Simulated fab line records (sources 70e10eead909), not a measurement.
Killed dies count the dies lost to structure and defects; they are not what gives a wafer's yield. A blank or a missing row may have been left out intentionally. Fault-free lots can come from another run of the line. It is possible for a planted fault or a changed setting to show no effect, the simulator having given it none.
Which tool is to blame? || flow nandHarc || 12 lots, 36 wafers sampled, at 5 steps of a route of 1302

WHAT EACH GAUGE READ, for each wafer
NHARC_A_CONTACT_INSPECT_10.
{"lot": "L075", "measured": "day 22 14:02", "on": "defectInspect-01", "rawDefectCount": "110 130 86"}
{"lot": "L077", "measured": "day 22 23:07", "on": "defectInspect-02", "rawDefectCount": "75 68 84"}
{"lot": "L079", "measured": "day 24 07:45", "on": "defectInspect-02", "rawDefectCount": "177 178 142"}
{"lot": "L082", "measured": "day 25 09:33", "on": "defectInspect-02", "rawDefectCount": "159 164 169"}
{"lot": "L083", "measured": "day 26 11:27", "on": "defectInspect-02", "rawDefectCount": "107 132 127"}
{"lot": "L084", "measured": "day 27 05:58", "on": "defectInspect-02", "rawDefectCount": "39 37 43"}
{"lot": "L087", "measured": "day 28 07:23", "on": "defectInspect-01", "rawDefectCount": "49 44 71"}
{"lot": "L090", "measured": "day 28 11:10", "on": "defectInspect-02", "rawDefectCount": "88 100 103"}
{"lot": "L091", "measured": "day 29 12:27", "on": "defectInspect-01", "rawDefectCount": "66 55 51"}
{"lot": "L094", "measured": "day 30 03:34", "on": "defectInspect-01", "rawDefectCount": "137 106 100"}
{"lot": "L095", "measured": "day 30 15:56", "on": "defectInspect-01", "rawDefectCount": "34 34 43"}
{"lot": "L096", "measured": "day 31 10:16", "on": "defectInspect-01", "rawDefectCount": "25 15 13"}

WHICH TOOL RAN EACH LOT (tool, then ch and the chambers of the sampled wafers, then the start)
{"lot": "L075", "NHARC_A_CONTACT_ETCH_117": "harCapEtch-02 ch 0,1, day 21 18:18", "NHARC_A_CONTACT_ETCH_118": "harCapEtch-02 ch 0,1, day 21 18:29", "NHARC_A_CONTACT_ETCH_102": "rieDiel-05 ch 0,3, day 21 21:14", "NHARC_A_CONTACT_STRIP_55": "rieDiel-05 ch 2,3, day 22 14:02 or earlier"}
{"lot": "L077", "NHARC_A_CONTACT_ETCH_117": "harCapEtch-02 ch 0,1, day 22 04:09", "NHARC_A_CONTACT_ETCH_118": "harCapEtch-02 ch 0,1, day 22 04:23", "NHARC_A_CONTACT_ETCH_102": "rieDiel-05 ch 2,3, day 22 07:08", "NHARC_A_CONTACT_STRIP_55": "rieDiel-05 ch 1,2, day 22 23:07 or earlier"}
{"lot": "L079", "NHARC_A_CONTACT_ETCH_117": "harCapEtch-03 ch 0,1, day 23 13:27", "NHARC_A_CONTACT_ETCH_118": "harCapEtch-03 ch 0,1, day 23 13:37", "NHARC_A_CONTACT_ETCH_102": "rieDiel-06 ch 0,1,3, day 23 16:02", "NHARC_A_CONTACT_STRIP_55": "rieDiel-06 ch 0,3, day 24 07:45 or earlier"}
{"lot": "L082", "NHARC_A_CONTACT_ETCH_117": "harCapEtch-02 ch 0,1, day 24 15:09", "NHARC_A_CONTACT_ETCH_118": "harCapEtch-02 ch 0,1, day 24 15:20", "NHARC_A_CONTACT_ETCH_102": "rieDiel-05 ch 0,2, day 24 17:40", "NHARC_A_CONTACT_STRIP_55": "rieDiel-05 ch 1,3, day 25 09:33 or earlier"}
{"lot": "L083", "NHARC_A_CONTACT_ETCH_117": "harCapEtch-01 ch 0,1, day 25 19:20", "NHARC_A_CONTACT_ETCH_118": "harCapEtch-01 ch 0,1, day 25 19:30", "NHARC_A_CONTACT_ETCH_102": "rieDiel-06 ch 0,1,3, day 25 21:53", "NHARC_A_CONTACT_STRIP_55": "rieDiel-06 ch 1,2,3, day 26 11:27 or earlier"}
{"lot": "L084", "NHARC_A_CONTACT_ETCH_117": "harCapEtch-02 ch 0, day 26 13:16", "NHARC_A_CONTACT_ETCH_118": "harCapEtch-02 ch 0, day 26 13:26", "NHARC_A_CONTACT_ETCH_102": "rieDiel-05 ch 0,2,3, day 26 15:48", "NHARC_A_CONTACT_STRIP_55": "rieDiel-05 ch 1,3, day 27 05:58 or earlier"}
{"lot": "L087", "NHARC_A_CONTACT_ETCH_117": "harCapEtch-01 ch 0,1, day 27 13:35", "NHARC_A_CONTACT_ETCH_118": "harCapEtch-01 ch 0,1, day 27 13:46", "NHARC_A_CONTACT_ETCH_102": "rieDiel-05 ch 0,2, day 27 16:07", "NHARC_A_CONTACT_STRIP_55": "rieDiel-05 ch 0,1,3, day 28 07:23 or earlier"}
{"lot": "L090", "NHARC_A_CONTACT_ETCH_117": "harCapEtch-02 ch 0,1, day 27 17:01", "NHARC_A_CONTACT_ETCH_118": "harCapEtch-02 ch 0,1, day 27 17:11", "NHARC_A_CONTACT_ETCH_102": "rieDiel-05 ch 0,2,3, day 27 19:34", "NHARC_A_CONTACT_STRIP_55": "rieDiel-05 ch 1,2,3, day 28 11:10 or earlier"}
{"lot": "L091", "NHARC_A_CONTACT_ETCH_117": "harCapEtch-01 ch 0,1, day 28 18:31", "NHARC_A_CONTACT_ETCH_118": "harCapEtch-01 ch 0,1, day 28 18:41", "NHARC_A_CONTACT_ETCH_102": "rieDiel-05 ch 0,2, day 28 21:01", "NHARC_A_CONTACT_STRIP_55": "rieDiel-05 ch 0,2,3, day 29 12:27 or earlier"}
{"lot": "L094", "NHARC_A_CONTACT_ETCH_117": "harCapEtch-01 ch 0,1, day 29 09:33", "NHARC_A_CONTACT_ETCH_118": "harCapEtch-01 ch 0,1, day 29 09:44", "NHARC_A_CONTACT_ETCH_102": "rieDiel-06 ch 0,1,2, day 29 12:04", "NHARC_A_CONTACT_STRIP_55": "rieDiel-06 ch 1,2,3, day 30 03:34 or earlier"}
{"lot": "L095", "NHARC_A_CONTACT_ETCH_117": "harCapEtch-03 ch 0,1, day 29 23:59", "NHARC_A_CONTACT_ETCH_118": "harCapEtch-03 ch 0,1, day 30 00:10", "NHARC_A_CONTACT_ETCH_102": "rieDiel-12 ch 0,1,2, day 30 02:30", "NHARC_A_CONTACT_STRIP_55": "rieDiel-12 ch 0,1,2, day 30 15:56 or earlier"}
{"lot": "L096", "NHARC_A_CONTACT_ETCH_117": "harCapEtch-01 ch 0,1, day 30 13:39", "NHARC_A_CONTACT_ETCH_118": "harCapEtch-01 ch 0,1, day 30 13:49", "NHARC_A_CONTACT_ETCH_102": "rieDiel-05 ch 1,2, day 30 16:34", "NHARC_A_CONTACT_STRIP_55": "rieDiel-05 ch 1,2,3, day 31 10:16 or earlier"}
- NHARC_A_CONTACT_ETCH_117: etches the open film in C4F8/O2/Ar, time 190 s, target depth 1850 nm.
- NHARC_A_CONTACT_ETCH_118: etches the open film in C4F8/O2/Ar, time 190 s, target depth 1850 nm.
- NHARC_A_CONTACT_ETCH_102: etches the open film in CF4/O2, target depth 100 nm, overetch 10 nm, time 55 s.
- NHARC_A_CONTACT_STRIP_55: strips in O2.

THE ANSWER, worked out from the rows above alone
Rule: what is usual is taken from the lots themselves. Put in order of their means at a reading, lots are off if they are a third of the lots or fewer, leave a main group of 4 or more, and stand apart from it by a gap of 3 or more times the standard deviation of the main group's means; of several such gaps the widest counts. If all means in a main group match to the digits the tables above print for the reading, that group is not used. A lot without any number at a reading at which 4 lots or more have one is off too. All remaining lots with rows at the step are treated as sound.
Across all readings shown, no lot is off: no conclusion can be drawn from this.

WHAT THE SIMULATOR HAD PUT IN
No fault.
